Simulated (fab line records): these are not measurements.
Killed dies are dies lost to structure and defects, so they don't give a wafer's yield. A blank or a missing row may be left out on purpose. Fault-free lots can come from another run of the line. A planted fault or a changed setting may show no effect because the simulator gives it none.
Split-lot study | flow n5_finfet | route with 1938 steps; 7 lots, 21 wafers read

THE SPLIT ITSELF
At N5_SD_EPI_N_EPI_21 (deposits Si:P, time 690 s), the setting epi_growth_time_s was moved away from the recipe's 690 s on 6 of the 21 wafers read, by -4.5% to +9.0%. The other wafers ran this setting at the recipe's value.

FROM THE SPLIT TO THE READING: what the file shows between them, 4 steps
- N5_SD_EPI_N_PRECLEAN_24: cleans in O3/DIW, time 60 s
- N5_SD_EPI_N_SRD_25: time 30 s
- N5_SD_EPI_N_PRECLEAN_49: cleans in NF3:NH3, afs cycles 1, time 20 s, sublimation time 60 s
- N5_SD_EPI_P_EPI_21: deposits SiGe:B, time 355 s

THE READING
Si-P_of_SD_EPI_N_EPI_21.thk_nm (the simulator's own value, which no gauge read), in nm, at N5_SD_EPI_P_HM_STRIP_48 (strips SiNx in H3PO4, material SiNx, target depth 3 nm). No usual value for it is given in the file. Average 58.9 nm, standard deviation 0.55 nm, over the 15 wafers here run with the recipe.

wafer  | tool, chamber at the split | epi_growth_time_s as run, s | against the recipe | Si-P_of_SD_EPI_N_EPI_21.thk_nm, nm | against lot-mates on the recipe
L077.3 | epi_rpcvd-01, 0            | 690                         | recipe             | 58.6                               | -
L077.5 | epi_rpcvd-01, 0            | 690                         | recipe             | 59.2                               | -
L077.6 | epi_rpcvd-01, 0            | 690                         | recipe             | 57.8                               | -
L079.1 | epi_rpcvd-02, 0            | 690                         | recipe             | 59.8                               | -
L079.2 | epi_rpcvd-02, 0            | 663.5                       | -3.8%              | 57.4                               | -2.0
L079.4 | epi_rpcvd-02, 0            | 690                         | recipe             | 59                                 | -
L084.2 | epi_rpcvd-01, 0            | 690                         | recipe             | 59                                 | -
L084.4 | epi_rpcvd-01, 0            | 690                         | recipe             | 59                                 | -
L084.6 | epi_rpcvd-01, 0            | 690                         | recipe             | 58.8                               | -
L087.1 | epi_rpcvd-01, 0            | 659.7                       | -4.4%              | 56                                 | -2.0
L087.4 | epi_rpcvd-01, 0            | 659.7                       | -4.4%              | 56.2                               | -1.8
L087.6 | epi_rpcvd-01, 0            | 690                         | recipe             | 58                                 | -
L089.1 | epi_rpcvd-04, 0            | 659                         | -4.5%              | 55.8                               | -2.8
L089.4 | epi_rpcvd-04, 0            | 690                         | recipe             | 58.6                               | -
L089.5 | epi_rpcvd-04, 0            | 659                         | -4.5%              | 56                                 | -2.6
L091.3 | epi_rpcvd-01, 0            | 690                         | recipe             | 59                                 | -
L091.4 | epi_rpcvd-01, 0            | 690                         | recipe             | 58.8                               | -
L091.6 | epi_rpcvd-01, 0            | 690                         | recipe             | 59.2                               | -
L097.2 | epi_rpcvd-04, 0            | 690                         | recipe             | 60                                 | -
L097.4 | epi_rpcvd-04, 0            | 690                         | recipe             | 59.2                               | -
L097.6 | epi_rpcvd-04, 0            | 752.3                       | +9.0%              | 62.6                               | +3.0

FIT RESULTS
A straight line over all 21 wafers: Si-P_of_SD_EPI_N_EPI_21.thk_nm changes by +0.509 nm for each +1% of epi_growth_time_s; r = +0.93; the points scatter about the line by 0.61 nm.
The same after taking each lot's own level away (the mean of its wafers on the recipe; 21 wafers): +0.422 nm for each +1%; r = +0.95; scatter 0.43 nm.
The reading moves by 3.8 nm for the largest change in epi_growth_time_s, on that fit.
The lots' own levels span 58.00 to 59.60 nm, that is 2.9 times the standard deviation above.
So the slope is not independent of the lot-to-lot level: the two fits are not the same.
Check: for one of the wafers moved furthest among these (+9.0%), held out of the fit, the line's prediction against its lot-mates is +4.69 nm. Against them it came out at +3 nm.

OTHER SPLITS ON THESE WAFERS
Other splits were also applied to these wafers ahead of the reading. Each is held against what the fit with the lots' levels taken away leaves over:
other split on the same wafers     | wafers away from the commonest value | r with Si-P_of_SD_EPI_N_EPI_21.thk_nm (lot level and that fit taken away)
N5_WELL_APT_COAT_02 spin_rpm       | 8                                    | -0.04
N5_FIN_SAQP_HM_DEP_03 time_s       | 4                                    | +0.48
N5_FIN_SAQP_COAT_10 spin_rpm       | 7                                    | +0.07
N5_SD_EPI_N_ETCH_16 target_depth_a | 6                                    | -0.11

THE WHOLE CHAIN: every reading that the file lists as answering this split, in the file's order
step                    | what it does                                           | reading                                                                         | change (the file's fit)               | r (the file's)
N5_SD_EPI_N_EPI_21      | deposits Si:P, time 690 s                              | Si-P_of_SD_EPI_N_EPI_21.thk_nm (the simulator's own value, which no gauge read) | +0.397 nm for each +1% of the setting | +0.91
N5_SD_EPI_N_PRECLEAN_24 | cleans in O3/DIW, time 60 s                            | Si-P_of_SD_EPI_N_EPI_21.thk_nm (the simulator's own value, which no gauge read) | +0.394 nm for each +1% of the setting | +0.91
N5_SD_EPI_P_HM_STRIP_48 | strips SiNx in H3PO4, material SiNx, target depth 3 nm | Si-P_of_SD_EPI_N_EPI_21.thk_nm (the simulator's own value, which no gauge read) | +0.407 nm for each +1% of the setting | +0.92

THE FILE'S OWN FIT
Si-P_of_SD_EPI_N_EPI_21.thk_nm changes by +0.407 nm for each +1% of epi_growth_time_s, r = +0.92.
